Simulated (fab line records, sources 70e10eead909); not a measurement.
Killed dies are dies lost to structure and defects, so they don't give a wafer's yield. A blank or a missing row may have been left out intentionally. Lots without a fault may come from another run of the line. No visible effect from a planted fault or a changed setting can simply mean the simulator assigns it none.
What tool caused it? || flow nand harc || 12 lots with 36 wafers sampled at 5 steps, on a route of 1302 steps

WHAT EACH GAUGE READ, for each wafer
NHARC_P_M2_THK_MEAS_24: measures by xrf.
{"lot": "L076", "measured": "day 7 17:01", "on": "film metro-02", "thk nm (nm)": "146.2 144.8 145.1"}
{"lot": "L074", "measured": "day 8 00:28", "on": "film metro-01", "thk nm (nm)": "142.7 145.5 146.6"}
{"lot": "L079", "measured": "day 8 12:50", "on": "film metro-02", "thk nm (nm)": "143.8 143.3 144.6"}
{"lot": "L081", "measured": "day 9 10:49", "on": "film metro-02", "thk nm (nm)": "141.9 143.6 143.2"}
{"lot": "L083", "measured": "day 10 05:21", "on": "film metro-01", "thk nm (nm)": "144.4 141.3 144.9"}
{"lot": "L084", "measured": "day 11 04:46", "on": "film metro-02", "thk nm (nm)": "145.9 145.4 140.5"}
{"lot": "L087", "measured": "day 12 18:47", "on": "film metro-01", "thk nm (nm)": "141.1 146.6 143.2"}
{"lot": "L089", "measured": "day 13 08:44", "on": "film metro-02", "thk nm (nm)": "143.8 144.0 143.0"}
{"lot": "L091", "measured": "day 13 16:32", "on": "film metro-01", "thk nm (nm)": "143.3 144.2 143.7"}
{"lot": "L092", "measured": "day 14 06:54", "on": "film metro-02", "thk nm (nm)": "142.2 145.1 144.5"}
{"lot": "L095", "measured": "day 15 09:47", "on": "film metro-01", "thk nm (nm)": "144.3 143.5 147.3"}
{"lot": "L097", "measured": "day 16 01:09", "on": "film metro-01", "thk nm (nm)": "145.1 144.6 143.2"}

WHAT TOOL EACH LOT RAN ON (gives the tool, then ch and the chambers of the sampled wafers, and finally the start)
{"lot": "L076", "NHARC_P_M1_ETCH_28": "rie diel-12 ch 1,2, day 7 12:06 or earlier", "NHARC_P_M1_ANNEAL_31": "rtp anneal-01 ch 0, day 7 12:06", "NHARC_P_M1_PRE_CLEAN_32": "pecvd-04 ch 0,1,2, day 7 12:58", "NHARC_P_M2_ETCH_15": "rie diel-03 ch 0,2,3, day 7 17:01 or earlier"}
{"lot": "L074", "NHARC_P_M1_ETCH_28": "rie diel-09 ch 0,2,3, day 7 19:38 or earlier", "NHARC_P_M1_ANNEAL_31": "rtp anneal-01 ch 0, day 7 19:38", "NHARC_P_M1_PRE_CLEAN_32": "pecvd-03 ch 1,2, day 7 20:26", "NHARC_P_M2_ETCH_15": "rie diel-05 ch 2,3, day 8 00:28 or earlier"}
{"lot": "L079", "NHARC_P_M1_ETCH_28": "rie diel-09 ch 0,1,2, day 8 08:04 or earlier", "NHARC_P_M1_ANNEAL_31": "rtp anneal-01 ch 0, day 8 08:04", "NHARC_P_M1_PRE_CLEAN_32": "pecvd-01 ch 0,2, day 8 08:58", "NHARC_P_M2_ETCH_15": "rie diel-01 ch 0,1,3, day 8 12:50 or earlier"}
{"lot": "L081", "NHARC_P_M1_ETCH_28": "rie diel-09 ch 0,1,3, day 9 06:14 or earlier", "NHARC_P_M1_ANNEAL_31": "rtp anneal-01 ch 0, day 9 06:14", "NHARC_P_M1_PRE_CLEAN_32": "pecvd-03 ch 1,2, day 9 07:01", "NHARC_P_M2_ETCH_15": "rie diel-05 ch 1,3, day 9 10:49 or earlier"}
{"lot": "L083", "NHARC_P_M1_ETCH_28": "rie diel-09 ch 0,1,3, day 10 00:35 or earlier", "NHARC_P_M1_ANNEAL_31": "rtp anneal-02 ch 0, day 10 00:35", "NHARC_P_M1_PRE_CLEAN_32": "pecvd-01 ch 1,2, day 10 01:26", "NHARC_P_M2_ETCH_15": "rie diel-05 ch 1,2, day 10 05:21 or earlier"}
{"lot": "L084", "NHARC_P_M1_ETCH_28": "rie diel-09 ch 1,2, day 11 00:02 or earlier", "NHARC_P_M1_ANNEAL_31": "rtp anneal-02 ch 0, day 11 00:02", "NHARC_P_M1_PRE_CLEAN_32": "pecvd-04 ch 1,2, day 11 00:56", "NHARC_P_M2_ETCH_15": "rie diel-05 ch 0,1,2, day 11 04:46 or earlier"}
{"lot": "L087", "NHARC_P_M1_ETCH_28": "rie diel-09 ch 0,1, day 12 14:07 or earlier", "NHARC_P_M1_ANNEAL_31": "rtp anneal-01 ch 0, day 12 14:07", "NHARC_P_M1_PRE_CLEAN_32": "pecvd-01 ch 0,1,2, day 12 14:59", "NHARC_P_M2_ETCH_15": "rie diel-05 ch 0,2,3, day 12 18:47 or earlier"}
{"lot": "L089", "NHARC_P_M1_ETCH_28": "rie diel-09 ch 1,2,3, day 13 03:56 or earlier", "NHARC_P_M1_ANNEAL_31": "rtp anneal-01 ch 0, day 13 03:56", "NHARC_P_M1_PRE_CLEAN_32": "pecvd-03 ch 1,2, day 13 04:46", "NHARC_P_M2_ETCH_15": "rie diel-05 ch 0,2,3, day 13 08:44 or earlier"}
{"lot": "L091", "NHARC_P_M1_ETCH_28": "rie diel-02 ch 1,2,3, day 13 11:42 or earlier", "NHARC_P_M1_ANNEAL_31": "rtp anneal-01 ch 0, day 13 11:42", "NHARC_P_M1_PRE_CLEAN_32": "pecvd-01 ch 0,1,2, day 13 12:29", "NHARC_P_M2_ETCH_15": "rie diel-01 ch 0,3, day 13 16:32 or earlier"}
{"lot": "L092", "NHARC_P_M1_ETCH_28": "rie diel-12 ch 1,2, day 14 01:51 or earlier", "NHARC_P_M1_ANNEAL_31": "rtp anneal-02 ch 0, day 14 01:51", "NHARC_P_M1_PRE_CLEAN_32": "pecvd-03 ch 0,1,2, day 14 02:41", "NHARC_P_M2_ETCH_15": "rie diel-01 ch 0,2,3, day 14 06:54 or earlier"}
{"lot": "L095", "NHARC_P_M1_ETCH_28": "rie diel-12 ch 0,1,3, day 15 05:06 or earlier", "NHARC_P_M1_ANNEAL_31": "rtp anneal-01 ch 0, day 15 05:06", "NHARC_P_M1_PRE_CLEAN_32": "pecvd-03 ch 0,1,2, day 15 05:52", "NHARC_P_M2_ETCH_15": "rie diel-05 ch 0,1,3, day 15 09:47 or earlier"}
{"lot": "L097", "NHARC_P_M1_ETCH_28": "rie diel-09 ch 1,3, day 15 20:29 or earlier", "NHARC_P_M1_ANNEAL_31": "rtp anneal-02 ch 0, day 15 20:29", "NHARC_P_M1_PRE_CLEAN_32": "pecvd-03 ch 0,1, day 15 21:22", "NHARC_P_M2_ETCH_15": "rie diel-05 ch 0,1,3, day 16 01:09 or earlier"}
- NHARC_P_M1_ETCH_28: etches the open film in CF4/N2, target depth 30 nm, time 72.99 s.
- NHARC_P_M1_ANNEAL_31: time 90 s.
- NHARC_P_M1_PRE_CLEAN_32: time 12 s.
- NHARC_P_M2_ETCH_15: etches the open film in C4F8/Ar, target depth 182.5 nm, time 91.2 s.

THE ANSWER, worked out from the rows above alone
Rule: usual is defined by the lots themselves. The widest of any qualifying gaps counts: lots, ordered by their means at a reading, are off when they make up no more than a third of the lots, leave a main group of 4 or more, and stand apart from it by 3 or more times the standard deviation of that group's means. The tables above print the reading to a certain number of digits; a main group whose means all agree to those digits is not used. A lot without any number at a reading at which 4 lots or more have one is off too. The other lots that the step has rows for count as sound.
No lot is off at any reading shown: from this, nothing can be told.

WHAT WAS PUT IN BY THE SIMULATOR
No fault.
